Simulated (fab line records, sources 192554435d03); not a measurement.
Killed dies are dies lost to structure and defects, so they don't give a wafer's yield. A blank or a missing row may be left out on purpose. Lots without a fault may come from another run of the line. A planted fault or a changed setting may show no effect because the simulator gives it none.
Chamber matching | flow n5_finfet | N5_BEOL_M4_PECVD_72 on pecvd-01: 3 sister chambers
The step deposits SiO2 from TEOS/O2, target thk 16 nm, time 18 s. 6 wafers are shown with their chamber, then 9 later ones without.

WAFERS WITH THEIR CHAMBER
wafer  | chamber | throttle_valve_pct (%) | heater_power_w (W)
L084.6 | 1       | 24.3                   | 685
L086.2 | 1       | 24.2                   | 672
L086.4 | 2       | 21.5                   | 683
L088.1 | 0       | 23.2                   | 777
L088.5 | 0       | 23.2                   | 774
L088.6 | 2       | 21.5                   | 725

WAFERS WITHOUT THEIR CHAMBER
wafer  | throttle_valve_pct (%) | heater_power_w (W)
L089.3 | 23.2                   | 804
L089.4 | 21.6                   | 782
L089.6 | 23.5                   | 821
L093.1 | 21.5                   | 740
L093.3 | 21.4                   | 771
L093.4 | 23.0                   | 788
L095.4 | 23.5                   | 789
L095.5 | 24.5                   | 566
L095.6 | 21.6                   | 767

WHICH CHAMBER EACH WENT THROUGH
wafer  | from the rows above | in truth
L089.3 | 0                   | 0
L089.4 | 2                   | 2
L089.6 | 0                   | 0
L093.1 | 2                   | 2
L093.3 | 2                   | 2
L093.4 | 0                   | 0
L095.4 | 0                   | 0
L095.5 | 1                   | 1
L095.6 | 2                   | 2
Placed correctly: 9 of 9. Can't be placed from these rows: 0. Placed wrongly: 0.
How it was worked out, from the rows above alone: a wafer's distance from a chamber is the root of the sum, over the readings, of the square of ((its reading less the chamber's mean) divided by the reading's scatter). The wafer belongs to the nearest chamber; if the next one is less than 2 further off, it can't be placed. A chamber's mean is the mean of its shown wafers. The scatter: the root of (the sum of the squares of (reading less its chamber's mean) over the shown wafers, divided by (wafers less chambers)).
